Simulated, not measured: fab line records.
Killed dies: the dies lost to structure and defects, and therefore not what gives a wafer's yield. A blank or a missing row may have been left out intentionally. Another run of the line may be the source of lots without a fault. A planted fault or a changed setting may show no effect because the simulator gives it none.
Check for tools in common + flow n5_finfet + 27 wafers sampled across 9 lots

== WHY THIS WAS OPENED ==
Flagged at N5_STI_FIN_REVEAL_INSPECT_13: reading raw_defect_count, on 2 of 9 lots. Wafers without a fault read 12, standard deviation 6.3.
Rule: a lot is flagged when every wafer of it that has a number lies more than 4 standard deviations from that mean, or none has a number. The rest of the lots are taken to be sound.

| lot  | measured    | on                | raw_defect_count, wafer by wafer | flag    |
|------|-------------|-------------------|----------------------------------|---------|
| L245 | day 2 14:05 | defect_inspect-02 | 19 6 12                          |         |
| L251 | day 4 02:31 | defect_inspect-01 | 13 16 16                         |         |
| L252 | day 4 08:12 | defect_inspect-01 | 14 21 12                         |         |
| L253 | day 4 15:39 | defect_inspect-01 | 11 14 10                         |         |
| L259 | day 6 03:04 | defect_inspect-02 | 17 12 5                          |         |
| L260 | day 6 07:39 | defect_inspect-02 | 1239 1220 1221                   | FLAGGED |
| L261 | day 6 13:31 | defect_inspect-01 | 1248 1252 1193                   | FLAGGED |
| L266 | day 7 19:35 | defect_inspect-01 | 10 8 8                           |         |
| L268 | day 8 07:37 | defect_inspect-02 | 16 14 17                         |         |
Averaged over the flagged lots the numbers come to 1229, +1217 from the usual (+99 or more standard deviations).

== LOT BY LOT: THE TOOL USED ==
Before the reading, the record contains 3 process steps out of a 1938-step route. Cell contents, in order: the tool; ch with the chambers the sampled wafers went through; the start.
| lot  | flag    | N5_FIN_CUT_ETCH_21                | N5_STI_FIN_REVEAL_CMP_04     | N5_STI_FIN_REVEAL_RECESS_09       |
|------|---------|-----------------------------------|------------------------------|-----------------------------------|
| L245 |         | rie_diel-01 ch 0,1, day 2 03:08   | cmp-04 ch 0,2,3, day 2 09:47 | vapor_etch-02 ch 0,1, day 2 10:35 |
| L251 |         | rie_diel-01 ch 0,1,2, day 3 16:52 | cmp-04 ch 0,2,3, day 3 22:56 | vapor_etch-02 ch 0,1, day 3 23:41 |
| L252 |         | rie_diel-05 ch 0,2,3, day 3 22:38 | cmp-01 ch 0,1,3, day 4 04:42 | vapor_etch-02 ch 0,1, day 4 05:25 |
| L253 |         | rie_diel-05 ch 0,1,2, day 4 03:44 | cmp-04 ch 0,1,3, day 4 09:49 | vapor_etch-01 ch 0, day 4 10:44   |
| L259 |         | rie_diel-04 ch 0,3, day 5 17:32   | cmp-04 ch 2,3, day 5 23:32   | vapor_etch-02 ch 0,1, day 6 00:49 |
| L260 | FLAGGED | rie_diel-04 ch 1,3, day 5 21:47   | cmp-03 ch 0,1,2, day 6 04:05 | vapor_etch-02 ch 0,1, day 6 04:52 |
| L261 | FLAGGED | rie_diel-05 ch 1,2,3, day 6 03:43 | cmp-01 ch 0,2,3, day 6 09:46 | vapor_etch-02 ch 0,1, day 6 10:41 |
| L266 |         | rie_diel-04 ch 0,2,3, day 7 08:43 | cmp-04 ch 0,1,3, day 7 15:58 | vapor_etch-01 ch 0,1, day 7 16:47 |
| L268 |         | rie_diel-05 ch 1,2, day 7 21:11   | cmp-04 ch 0,1, day 8 03:33   | vapor_etch-01 ch 0,1, day 8 05:19 |
What is done by these steps:
- N5_FIN_CUT_ETCH_21: etches SOC in N2/H2, target depth 219 nm, overetch 43.8 nm, time 523.5 s.
- N5_STI_FIN_REVEAL_CMP_04: polishes, stops on Si3N4, t overpolish 4 s, target thk 131.83 nm.
- N5_STI_FIN_REVEAL_RECESS_09: chemistry HF/NH3, target SiO2, afs cycles 11, target depth 42.5 nm, sublimation time 60 s.
- N5_STI_FIN_REVEAL_INSPECT_13: inspects for defects (darkfield).

== FLAGGED AGAINST TOTAL, ONE TOOL AT A TIME (gauges that did the reading follow at the end) ==
| step                         | tool              | lots run | flagged | share of the flagged lots | sound lots run after its first flagged lot |
|------------------------------|-------------------|----------|---------|---------------------------|--------------------------------------------|
| N5_FIN_CUT_ETCH_21           | rie_diel-01       | 2        | 0       | none                      | -                                          |
| N5_FIN_CUT_ETCH_21           | rie_diel-04       | 3        | 1       | some                      | 1 (L266)                                   |
| N5_FIN_CUT_ETCH_21           | rie_diel-05       | 4        | 1       | some                      | 1 (L268)                                   |
| N5_STI_FIN_REVEAL_CMP_04     | cmp-01            | 2        | 1       | some                      | 0                                          |
| N5_STI_FIN_REVEAL_CMP_04     | cmp-03            | 1        | 1       | some                      | 0                                          |
| N5_STI_FIN_REVEAL_CMP_04     | cmp-04            | 6        | 0       | none                      | -                                          |
| N5_STI_FIN_REVEAL_RECESS_09  | vapor_etch-01     | 3        | 0       | none                      | -                                          |
| N5_STI_FIN_REVEAL_RECESS_09  | vapor_etch-02     | 6        | 2       | all                       | 0                                          |
| N5_STI_FIN_REVEAL_INSPECT_13 | defect_inspect-01 | 5        | 1       | some                      | 1 (L266)                                   |
| N5_STI_FIN_REVEAL_INSPECT_13 | defect_inspect-02 | 4        | 1       | some                      | 1 (L268)                                   |

== THE TABLE: WHAT IT ALLOWS ==
In the table, 1 row covers all flagged lots: vapor_etch-02 at N5_STI_FIN_REVEAL_RECESS_09.
- vapor_etch-02 at N5_STI_FIN_REVEAL_RECESS_09 ran 6 lots, 2 of them flagged. A fault beginning between L259 (day 6 00:49), its last sound lot, and L260 (day 6 04:52), its first flagged one, fits the data.
What remains is a single tool, vapor_etch-02 at N5_STI_FIN_REVEAL_RECESS_09.

== WHAT THE SIMULATOR PUT IN ==
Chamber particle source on vapor_etch-02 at N5_STI_FIN_REVEAL_RECESS_09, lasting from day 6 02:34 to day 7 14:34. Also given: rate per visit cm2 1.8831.
Shown lots that were struck: L260, L261. Same finding as the rule above.
